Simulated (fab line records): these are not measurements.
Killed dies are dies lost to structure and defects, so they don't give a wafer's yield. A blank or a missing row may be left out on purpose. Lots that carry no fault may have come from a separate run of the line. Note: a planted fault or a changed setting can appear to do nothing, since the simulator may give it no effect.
fab line records | flow n5_finfet
[record] lots = 8 wafers = 23 last_day = 18
route steps=1938 shown BEOL_M4@1111 BEOL_M11@1550 PASSIVATION@1936
lots untouched by any fault: they come from a run of this same line in which no faults occurred
start_h: hours from the record's opening day to when the first of the lot's shown wafers began | wait_h: how many hours have passed since the lot's step before this one | " as in the row above | L1.1+2: a row that stands for several wafers | - no value present, or no start provided | * or withheld: withheld | < > ~ a bound
route shown NAME@n: names a module that has steps shown in the file, with the first one's number in the route | usual: the fault-free wafers' mean and standard deviation | same: alike in all rows | chamber/n: place in a boat | sites: the reading at each site | _std_site: how widely they spread, as a standard deviation | _edge_site: mean of outer sites minus mean of inner sites | radius_mm: for every site, how far away it sits from the centre of the wafer | mask NAME#n: copy n | behind: the last tool/chamber to shape the wafer | hold: what put the lot on hold/how long, in hours/how the hold closed | device: the n, p or np transistor that did not switch | end of line: the route-end tests of the same wafers | step lacking rows: just its recipe | killed: the dies lost at the first sort to structure and to defects; this is not the yield of the wafer | map: per-die view of a wafer (x killed, . not killed, _ where there is no die)
set.NAME: the setting as run; set.NAME@STEP: as run at that earlier step | model.NAME: the simulator's own value behind a step, which no gauge read
one table for each step of the route and one row for each wafer, over a sample of lots
services: when a tool's chamber went out of use (start_h, in hours from the record's first day, below 0 if earlier), for how many hours, and the reason
[[steps]]
[step N5_BEOL_M4_RC_MEAS_101]
[usual] DIBL_N = 36.2/2.4 DIBL_P = 36.2/2.6 IOFF_N = 0.16/0.045 IOFF_P = 0.21/0.046 ION_N = 674/17 ION_P = 463/11 SS_N = 71.5/0.77 SS_P = 73.1/0.76 VT_N = 250/3.9 VT_P = -250/3.9
// columns lot.wafer tool chamber start_h wait_h DIBL_N[mV/V] DIBL_P[mV/V] IOFF_N[nA/um] IOFF_P[nA/um] ION_N[uA/um] ION_P[uA/um] SS_N[mV/dec] SS_P[mV/dec] VT_N[mV] VT_P[mV]
L392.3 prober-02 0 162.94 0.3 32.4 31.4 0.10 0.13 667 456 69.5 71.9 254 -258
L392.4 " 0 " " 30.5 28.2 0.07 0.10 649 448 69.5 70.9 261 -261
L392.6 " 0 " " 37.0 37.0 0.18 0.20 678 463 71.2 73.7 249 -252
L394.3 prober-01 0 178.94 0.3 36.5 38.4 0.18 0.25 678 464 71.1 73.2 247 -246
L394.4 " 0 " " 37.6 38.5 0.20 0.26 701 476 71.8 73.6 245 -246
L394.6 " 0 " " 35.0 35.3 0.13 0.19 649 453 70.9 72.6 255 -250
L401.1 prober-02 0 245.65 0.0 34.9 35.3 0.14 0.21 678 467 71.3 72.5 250 -248
L401.2 " 0 " " 37.4 36.0 0.19 0.22 669 460 72.6 73.1 248 -251
L401.4 " 0 " " 36.3 35.8 0.16 0.22 669 461 71.0 73.3 248 -249
L403.1 prober-01 0 249.60 0.0 37.6 36.0 0.17 0.26 671 466 71.2 73.7 250 -246
L403.3 " 0 " " 31.5 28.5 0.09 0.14 648 451 69.6 72.5 254 -254
L403.4 " 0 " " 36.7 34.3 0.17 0.23 681 471 71.2 73.0 246 -243
L411.1 prober-02 0 294.34 0.0 37.1 36.7 0.18 0.21 680 467 72.7 73.1 248 -250
L411.2 " 0 " " 35.6 35.6 0.15 0.20 657 448 71.6 73.5 252 -252
L412.2 prober-01 0 300.46 0.2 34.8 33.8 0.12 0.17 681 468 71.7 72.6 251 -254
L412.5 " 0 " " 37.0 35.0 0.15 0.19 644 444 71.8 72.1 253 -253
L412.6 " 0 " " 40.3 41.5 0.24 0.32 707 482 72.2 73.8 243 -244
L413.2 prober-02 0 309.45 0.2 35.4 35.4 0.14 0.22 663 456 70.9 73.0 250 -248
L413.3 " 0 " " 33.3 32.2 0.10 0.17 647 452 70.8 72.6 258 -251
L413.5 " 0 " " 34.5 34.5 0.13 0.21 674 474 71.5 72.9 255 -250
L414.2 prober-01 0 319.56 0.9 33.8 34.0 0.13 0.21 661 458 71.6 72.5 253 -248
L414.3 " 0 " " 38.3 38.9 0.21 0.28 687 475 71.9 73.3 247 -245
L414.5 " 0 " " 32.8 33.3 0.12 0.19 688 477 72.0 71.6 253 -250
[step N5_BEOL_M11_OVL_MEAS_12]
[recipe] points_per_wafer = 44
[usual] M11_OVL = -0.2/0.77
// columns lot.wafer tool chamber start_h wait_h M11_OVL[nm]
L392.3 overlay-02 0 201.56 0.0 0.0
L392.4 " 0 " " -0.4
L392.6 " 0 " " -0.3
L394.3 overlay-02 0 220.07 0.0 -0.3
L394.4 " 0 " " -0.8
L394.6 " 0 " " -0.3
L401.1 overlay-02 0 314.54 0.0 -0.4
L401.2 " 0 " " 1.3
L401.4 " 0 " " 0.7
L403.1 overlay-02 0 314.59 0.0 0.7
L403.3 " 0 " " 2.2
L403.4 " 0 " " 0.4
L411.1 overlay-01 0 355.17 0.0 -0.5
L411.2 " 0 " " -0.9
L412.2 overlay-02 0 355.48 0.0 0.0
L412.5 " 0 " " 0.5
L412.6 " 0 " " 0.5
L413.2 overlay-02 0 370.61 0.0 1.0
L413.3 " 0 " " 0.3
L413.5 " 0 " " -0.1
L414.2 overlay-02 0 385.15 0.0 0.3
L414.3 " 0 " " 0.4
L414.5 " 0 " " 0.7
[step N5_BEOL_M11_ETCH_65]
[recipe] chemistry = CF4 target = SiARC target_depth_a = 390 mask_material = CAR-ArF time_s = 65 ion_energy_ev = 80 pressure_mtorr = 40 source_w = 545 bias_w = 36 Ar_flow_sccm = 100 cf4_flow_sccm = 100 ends = cleared
[usual] bias_w = 36.00/0.11 cf4_flow_sccm = 100.0/0.32 chamber_pressure_mTorr = 40.00/0.036 drypump_motor_current_A = 5.7/0.45 etch_rf_on_time_s = 64.5/1.6 oes_product_au = 0.71/0.076 rf_vpp_V = 184.2/1.3 showerhead_plenum_p_Torr = 2.16/0.07 throttle_valve_pct = 15.56/0.23
// columns lot.wafer tool chamber start_h wait_h bias_w cf4_flow_sccm chamber_pressure_mTorr drypump_motor_current_A etch_rf_on_time_s oes_product_au rf_hours_counter_h rf_vpp_V showerhead_plenum_p_Torr throttle_valve_pct
L392.3 rie_diel-06 0 202.64 0.0 35.98 99.7 39.96 5.5 64.6 0.77 20 183.6 2.11 15.46
L392.4 " 2 " " 35.94 99.5 39.93 6.2 62.4 0.60 220 184.2 2.20 15.48
L392.6 " 1 " " 36.06 100.2 39.91 5.3 64.2 0.70 - 187.5 2.25 15.81
L394.3 rie_diel-06 2 221.80 0.0 36.05 99.7 40.00 6.2 61.7 0.60 227 184.3 2.19 15.50
L394.4 " 3 " " 36.08 99.8 40.05 5.1 62.3 0.80 - 182.4 2.11 15.52
L394.6 " 2 " " 36.10 100.3 39.98 6.2 62.0 0.60 - 184.6 2.19 15.50
L403.1 rie_diel-06 3 317.70 0.0 35.98 99.9 39.98 5.1 62.5 0.76 51 183.9 2.10 15.57
L403.3 " 0 " " 35.91 99.6 39.98 5.5 63.7 0.73 50 182.4 2.10 15.50
L403.4 " 1 " " 35.94 100.1 40.09 5.3 64.4 0.66 - 186.7 2.24 15.88
L401.1 rie_diel-01 1 317.77 0.0 36.07 100.2 40.01 5.2 67.4 0.83 2 184.6 2.21 15.49
L401.2 " 0 " " 35.94 99.9 40.03 5.9 64.6 0.74 31 184.2 2.09 15.55
L401.4 " 0 " " 35.89 100.1 39.99 5.9 64.0 0.74 - 183.1 2.09 15.55
L412.2 rie_diel-01 3 359.23 0.0 35.99 100.5 40.03 6.4 66.3 0.69 64 184.5 2.16 15.21
L412.5 " 0 " " 36.06 99.6 39.99 5.9 64.6 0.72 - 183.9 2.08 15.59
L412.6 " 1 " " 36.08 100.1 39.97 5.2 67.5 0.79 - 184.4 2.21 15.51
L411.1 rie_diel-01 3 359.74 0.0 36.00 100.1 39.99 6.4 65.5 0.69 64 183.4 2.16 15.21
L411.2 " 0 " " 36.00 99.9 40.05 5.9 64.7 0.71 46 183.0 2.08 15.56
L413.2 rie_diel-01 3 371.73 0.0 36.02 100.7 40.00 6.4 66.1 0.69 67 184.7 2.16 15.21
L413.3 " 2 " " 36.02 100.0 40.02 5.5 62.1 0.82 14 185.4 2.19 15.50
L413.5 " 0 " " 36.13 100.0 40.03 5.9 64.4 0.71 - 182.3 2.08 15.58
L414.2 rie_diel-01 3 386.66 0.0 36.05 100.4 39.97 6.3 65.2 0.68 72 185.0 2.16 15.22
L414.3 " 2 " " 35.84 99.9 40.00 5.4 62.1 0.80 19 185.0 2.19 15.51
L414.5 " 2 " " 35.75 100.0 40.01 5.5 61.6 0.81 - 185.2 2.19 15.52
[step N5_BEOL_M11_ETCH_66]
[recipe] chemistry = N2/H2 target = SOC target_depth_a = 1200 overetch_a = 240 mask_material = SiARC temp_c = 40 time_s = 180 ion_energy_ev = 200 pressure_mtorr = 30 source_w = 840 bias_w = 150 n2_flow_sccm = 200 h2_flow_sccm = 200
[usual] bias_w = 150.0/0.44 chamber_pressure_mTorr = 29.998/0.027 drypump_motor_current_A = 5.7/0.46 h2_flow_sccm = 200.1/0.63 oes_product_au = 0.67/0.072 rf_vpp_V = 524.3/2.3 showerhead_plenum_p_Torr = 2.57/0.081 throttle_valve_pct = 17.87/0.24
// columns lot.wafer tool chamber start_h wait_h bias_w chamber_pressure_mTorr drypump_motor_current_A h2_flow_sccm oes_product_au rf_hours_counter_h rf_vpp_V showerhead_plenum_p_Torr throttle_valve_pct
L392.3 rie_diel-06 0 202.69 0.0 150.2 30.003 5.5 200.6 0.73 20 523.5 2.48 17.69
L392.4 " 2 " " 150.1 29.933 6.2 198.8 0.56 220 524.8 2.62 17.78
L392.6 " 1 " " 149.8 29.947 5.2 199.8 0.65 - 527.8 2.67 17.98
L394.3 rie_diel-06 2 221.85 0.0 150.8 29.951 6.2 199.4 0.54 227 526.1 2.62 17.80
L394.4 " 3 " " 150.7 29.981 5.1 199.9 0.74 - 523.3 2.51 17.74
L394.6 " 2 " " 150.8 30.003 6.2 199.4 0.55 - 526.6 2.62 17.81
L403.1 rie_diel-06 3 317.75 0.0 - - - - - - - - -
L403.3 " 0 " " - - - - - - - - -
L403.4 " 1 " " - - - - - - - - -
L401.1 rie_diel-01 1 317.82 0.0 - - - - - - - - -
L401.2 " 0 " " - - - - - - - - -
L401.4 " 0 " " - - - - - - - - -
L412.2 rie_diel-01 3 359.28 0.0 149.6 29.998 6.4 200.3 0.65 64 526.1 2.59 17.57
L412.5 " 0 " " 149.7 30.017 5.9 199.9 0.69 - 522.0 2.52 18.17
L412.6 " 1 " " 150.0 30.015 5.2 199.5 0.77 - 525.2 2.61 17.74
L411.1 rie_diel-01 3 359.79 0.0 150.0 30.001 6.4 200.3 0.67 64 524.9 2.59 17.56
L411.2 " 0 " " 149.6 30.008 5.9 199.4 0.69 47 522.2 2.52 18.16
L413.2 rie_diel-01 3 371.78 0.0 149.5 30.004 6.4 200.9 0.66 67 524.6 2.59 17.56
L413.3 " 2 " " 149.6 29.989 5.5 199.8 0.75 14 525.5 2.59 17.74
L413.5 " 0 " " 150.3 29.988 5.9 200.1 0.67 - 523.5 2.52 18.17
L414.2 rie_diel-01 3 386.71 0.0 150.2 30.014 6.4 200.1 0.65 72 524.4 2.58 17.58
L414.3 " 2 " " 149.6 29.890 5.5 199.9 0.74 19 525.0 2.58 17.77
L414.5 " 2 " " 150.2 30.015 5.5 199.4 0.73 - 525.8 2.58 17.77
[step N5_BEOL_M11_VIA_ETCH_34]
[recipe] chemistry = C4F6/O2 target = SiCOH_lowk target_depth_a = 1845 mask_material = SOC taper_deg = 4 time_s = 69.2 ion_energy_ev = 250 pressure_mtorr = 30 source_w = 345 bias_w = 185 Ar_flow_sccm = 300 C4F6_flow_sccm = 10 O2_flow_sccm = 10
[usual] C4F6_flow_sccm = 10.003/0.03 O2_flow_sccm = 10.00/0.03 chamber_pressure_mTorr = 30.001/0.028 drypump_motor_current_A = 5.7/0.45 oes_ar_750_au = 0.83/0.091 oes_product_au = 0.83/0.088 rf_vpp_V = 663/16 showerhead_plenum_p_Torr = 2.86/0.092 throttle_valve_pct = 20.87/0.28
// columns lot.wafer tool chamber start_h wait_h C4F6_flow_sccm O2_flow_sccm chamber_pressure_mTorr drypump_motor_current_A oes_ar_750_au oes_product_au rf_hours_counter_h rf_vpp_V showerhead_plenum_p_Torr throttle_valve_pct
L392.3 rie_diel-06 0 202.82 0.0 10.044 10.00 30.006 5.5 0.89 0.92 20 699 2.79 20.80
L392.4 " 2 " " 9.969 10.02 29.958 6.2 0.70 0.68 220 658 2.89 20.51
L392.6 " 1 " " 10.002 10.04 29.964 5.2 0.82 0.81 - 684 2.98 21.09
L394.3 rie_diel-06 2 221.98 0.0 10.027 10.00 29.973 6.2 0.69 0.68 227 661 2.89 20.52
L394.4 " 3 " " 9.947 10.00 30.011 5.1 0.93 0.94 - 635 2.81 20.95
L394.6 " 2 " " 9.951 10.00 30.027 6.2 0.70 0.69 - 659 2.89 20.51
L403.1 rie_diel-06 3 317.88 0.0 10.049 9.96 30.007 5.1 0.88 0.33 52 633 2.80 20.82
L403.3 " 0 " " 10.024 10.00 30.009 5.5 0.84 0.32 51 698 2.78 20.66
L403.4 " 1 " " 9.982 10.02 29.964 5.2 0.77 0.29 - 684 2.96 20.99
L401.1 rie_diel-01 1 317.95 0.0 9.970 9.95 29.937 5.2 1.00 0.37 2 654 2.95 20.76
L401.2 " 0 " " 9.983 9.98 29.968 5.9 0.87 0.33 31 648 2.78 20.74
L401.4 " 0 " " 10.025 10.02 29.971 5.9 0.85 0.32 - 650 2.78 20.76
L412.2 rie_diel-01 3 359.41 0.0 10.025 9.97 30.056 6.4 0.81 0.80 64 665 2.85 20.35
L412.5 " 0 " " 10.020 9.98 30.005 5.9 0.84 0.83 - 649 2.77 20.94
L412.6 " 1 " " 10.017 9.98 29.997 5.2 0.94 0.93 - 655 2.94 20.95
L411.1 rie_diel-01 3 359.91 0.0 10.056 9.99 29.967 6.4 0.81 0.81 64 664 2.85 20.34
L411.2 " 0 " " 9.986 9.97 30.019 5.9 0.84 0.85 47 647 2.77 20.94
L413.2 rie_diel-01 3 371.91 0.0 9.965 9.93 29.975 6.4 0.81 0.80 67 665 2.85 20.35
L413.3 " 2 " " 10.012 10.00 30.019 5.5 0.94 0.96 14 659 2.93 21.04
L413.5 " 0 " " 10.009 9.94 30.003 5.9 0.83 0.83 - 651 2.77 20.95
L414.2 rie_diel-01 3 386.83 0.0 10.030 9.95 30.032 6.4 0.79 0.80 72 665 2.85 20.35
L414.3 " 2 " " 9.992 10.04 30.000 5.5 0.93 0.94 20 657 2.93 21.06
L414.5 " 2 " " 9.996 10.03 29.985 5.5 0.93 0.94 - 657 2.93 21.05
[step N5_BEOL_M11_STRIP_36]
[recipe] chemistry = N2/H2 power_w = 450 temp_c = 40 pressure_mtorr = 20 rf_frequency_hz = 6e+07 overash_fraction = 0.3 bias_power_w = 7 h2_frac = 0.5 n2_flow_sccm = 200 h2_flow_sccm = 200
[usual] chamber_pressure_mTorr = 20.00/0.039 drypump_motor_current_A = 5.7/0.46 h2_flow_sccm = 200.0/0.54 oes_product_au = 0.83/0.088 power_w = 449.8/1.3 rf_vpp_V = 59.3/1.9 showerhead_plenum_p_Torr = 2.56/0.081 throttle_valve_pct = 23.80/0.29
// columns lot.wafer tool chamber start_h wait_h chamber_pressure_mTorr drypump_motor_current_A h2_flow_sccm oes_product_au power_w rf_hours_counter_h rf_vpp_V showerhead_plenum_p_Torr throttle_valve_pct
L392.3 rie_diel-06 0 202.88 0.0 19.95 5.5 199.7 0.88 450.9 20 59.3 2.48 23.60
L392.4 " 2 " " 20.03 6.2 200.6 0.68 452.9 220 59.8 2.62 23.70
L392.6 " 1 " " 20.03 5.3 199.3 0.81 450.7 - 58.6 2.66 23.91
L394.3 rie_diel-06 2 222.04 0.0 20.04 6.2 200.7 0.69 453.1 227 59.4 2.62 23.74
L394.4 " 3 " " 20.04 5.0 199.6 0.93 450.4 - 59.1 2.50 23.61
L394.6 " 2 " " 20.03 6.2 200.3 0.69 451.4 - 60.2 2.62 23.70
L403.1 rie_diel-06 3 317.94 0.0 19.97 5.1 201.0 0.86 448.4 52 61.2 2.49 23.63
L403.3 " 0 " " 20.04 5.5 200.5 0.84 448.3 51 59.7 2.46 23.70
L403.4 " 1 " " 19.96 5.2 199.8 0.79 451.4 - 59.0 2.65 23.98
L401.1 rie_diel-01 1 318.01 0.0 20.00 5.2 199.6 0.97 448.4 2 57.9 2.61 23.64
L401.2 " 0 " " 20.03 5.9 200.0 0.86 449.5 31 61.2 2.52 24.24
L401.4 " 0 " " 20.02 5.9 200.5 0.88 449.2 - 60.6 2.52 24.21
L412.2 rie_diel-01 3 359.47 0.0 20.06 6.4 200.0 0.81 449.6 64 58.5 2.58 23.47
L412.5 " 0 " " 20.01 5.9 199.9 0.83 448.8 - 59.2 2.51 24.23
L412.6 " 1 " " 20.01 5.2 199.8 0.93 447.9 - 56.8 2.60 23.69
L411.1 rie_diel-01 3 359.97 0.0 20.00 6.4 199.4 0.80 449.8 64 59.2 2.58 23.44
L411.2 " 0 " " 19.91 5.9 200.3 0.85 450.4 47 57.5 2.51 24.25
L413.2 rie_diel-01 3 371.97 0.0 20.00 6.4 198.8 0.78 448.8 67 61.6 2.58 23.45
L413.3 " 2 " " 19.99 5.5 199.9 0.95 447.9 14 60.8 2.58 23.81
L413.5 " 0 " " 20.02 5.9 199.9 0.84 448.0 - 62.5 2.51 24.28
L414.2 rie_diel-01 3 386.90 0.0 19.92 6.4 200.6 0.79 450.4 72 56.0 2.58 23.45
L414.3 " 2 " " 19.99 5.4 200.1 0.91 450.2 20 60.9 2.58 23.80
L414.5 " 2 " " 19.99 5.5 199.8 0.92 450.4 - 59.2 2.58 23.78
[step N5_PASSIVATION_PROBE_49]
[usual] defect_limited_yield = 91.2/1.4 killed_at_M0_to_M3 = 33/9.5 killed_at_M4_up = 13/4.7 killed_at_contacts = 11/5.3 killed_at_front_end = 42/12 killed_at_other = 5/3.3 killed_dies = 104/17 killed_on_rim = 14/4 killed_open = 67/12 killed_short = 33/7.7 sort_bin_5_function = 5.1/0.94 sort_bin_6_memory = 3.3/0.67 sort_bin_8_speed = 0.1/1.3 sort_n_pass = 1074/24 sort_yield_pct = 91.1/2
[same] gross_dies = 1180 killed_at_back_side = 0 sort_bin_4_leakage[%] = 0
// columns lot.wafer tool chamber start_h wait_h defect_limited_yield[%] killed_at_M0_to_M3 killed_at_M4_up killed_at_contacts killed_at_front_end killed_at_other killed_dies killed_on_rim killed_open killed_short sort_bin_5_function[%] sort_bin_6_memory[%] sort_bin_8_speed[%] sort_n_pass sort_yield_pct[%]
L403.1 prober-02 - 370.59 0.0 0 26 1097 16 37 4 1180 152 61 27 96.4 3.3 0 0 0
L403.3 prober-02 - 370.69 0.1 0 28 1080 23 47 2 1180 152 72 44 96.3 3.4 0 0 0
L403.4 prober-02 - 370.74 0.2 0 20 1071 21 66 2 1180 152 70 46 95.9 3.7 0 0 0
L401.1 prober-01 - 371.56 0.0 0 25 1093 10 49 3 1180 152 61 34 96.1 3.7 0 0 0
L401.2 prober-01 - 371.61 0.1 0 39 1084 5 47 5 1180 152 72 38 96.8 2.8 0 0 0
L401.4 prober-01 - 371.71 0.2 0 33 1077 15 49 6 1180 152 86 43 95.2 4.4 0 0 0
// killed by level:class
L403.1 BEOL_M11:area_etch=1088 MOL_CONTACT_COAG:geometric_particle:open=14 FIN_SAQP:geometric_particle:open=11 FIN_SAQP:geometric_particle:short=10 BEOL_M0_SAQP:geometric_particle:open=7 BEOL_M2:geometric_particle:open=6 GATE_CUT:geometric_particle:short=5 BEOL_M3:geometric_particle:open=5
L403.3 BEOL_M11:area_etch=1062 FIN_SAQP:geometric_particle:short=13 MOL_CONTACT_COAG:geometric_particle:open=12 MOL_CONTACT_COAG:geometric_particle:short=11 FIN_SAQP:geometric_particle:open=10 STI_FIN_REVEAL:geometric_particle:open=9 BEOL_M0_SAQP:geometric_particle:open=7 BEOL_M4:geometric_particle:open=7
L403.4 BEOL_M11:area_etch=1062 FIN_SAQP:geometric_particle:short=17 MOL_CONTACT_COAG:geometric_particle:open=17 FIN_SAQP:geometric_particle:open=16 GATE_CUT:geometric_particle:short=8 DUMMY_GATE:geometric_particle:short=7 GATE_CUT:geometric_particle:open=6 BEOL_M3:geometric_particle:open=6
L401.1 BEOL_M11:area_etch=1082 FIN_SAQP:geometric_particle:open=16 FIN_SAQP:geometric_particle:short=10 BEOL_M0_SAQP:geometric_particle:short=9 MOL_CONTACT_COAG:geometric_particle:open=9 DUMMY_GATE:geometric_particle:open=6 BEOL_M3:geometric_particle:open=6 BEOL_M4:geometric_particle:open=4
L401.2 BEOL_M11:area_etch=1067 FIN_SAQP:geometric_particle:open=13 BEOL_M0_SAQP:geometric_particle:open=12 FIN_SAQP:geometric_particle:short=11 BEOL_M0_SAQP:geometric_particle:short=10 BEOL_M3:geometric_particle:open=8 BEOL_M4:geometric_particle:open=6 STI_FIN_REVEAL:geometric_particle:open=5
L401.4 BEOL_M11:area_etch=1049 FIN_SAQP:geometric_particle:open=15 MOL_CONTACT_COAG:geometric_particle:open=13 BEOL_M4:geometric_particle:open=12 FIN_SAQP:geometric_particle:short=10 BEOL_M5:geometric_particle:open=8 BEOL_M0_SAQP:geometric_particle:short=8 STI_FIN_REVEAL:geometric_particle:open=7
[[services]]
// columns tool chamber start_h hours kind
rie_diel-01 0 211.47 - clean
rie_diel-01 0 211.47 - consumable_replace:focus_ring
rie_diel-01 0 211.47 18.4 scheduled_down
rie_diel-01 0 211.47 18.4 vent_cycle
rie_diel-01 2 218.89 6.3 repair
rie_diel-06 2 227.39 4.3 repair
rie_diel-06 1 244.69 4.1 repair
rie_diel-01 3 282.73 4.1 repair
rie_diel-01 1 286.82 - clean
rie_diel-01 1 286.82 - consumable_replace:focus_ring
rie_diel-01 1 286.82 26.8 scheduled_down
rie_diel-01 1 286.82 26.8 vent_cycle
rie_diel-06 2 299.52 - clean
rie_diel-06 2 299.52 - consumable_replace:focus_ring
rie_diel-06 2 299.52 35.5 scheduled_down
rie_diel-06 2 299.52 35.5 vent_cycle
rie_diel-01 0 304.06 1.6 repair
rie_diel-01 2 313.81 - clean
rie_diel-01 2 313.81 - consumable_replace:focus_ring
rie_diel-01 2 313.81 15.4 scheduled_down
rie_diel-01 2 313.81 15.4 vent_cycle
rie_diel-06 - 331.06 0.5 repair
rie_diel-06 1 357.97 1.8 repair
[[key]]
[first_sign] step = N5_BEOL_M11_ETCH_66 reading = tool_record direction = missing
[effect] step = N5_BEOL_M11_VIA_ETCH_34 reading = oes_product_au direction = down sigmas = 5.7 usual = 0.83 struck = 0.33
[effect] step = N5_PASSIVATION_PROBE_49 reading = killed_at_M4_up direction = up sigmas = 99+ usual = 13 struck = 1084
[more_kills_born_at] N5_BEOL_M11_ETCH_66@rie_diel-06 = 3212 N5_BEOL_M11_ETCH_66@rie_diel-01 = 3198
met_at N5_BEOL_M11_ETCH_66
struck_lots L401,L403
later_rows_left_out L401.1,L401.2,L401.4,L403.1,L403.3,L403.4
not_acting_at N5_BEOL_M11_OVL_MEAS_12,N5_BEOL_M11_ETCH_65,N5_BEOL_M11_STRIP_36
onset_between 221.85 317.75
[fault] kind = skipped_step_whole tool = rie_diel-01,rie_diel-06 chamber = - onset_h = 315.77 steps = N5_BEOL_M11_ETCH_66 scope = struck_lots_only
// later_rows_left_out: the simulator's readings of these wafers behind a module that went badly wrong aren't trusted and aren't shown, but for the sort
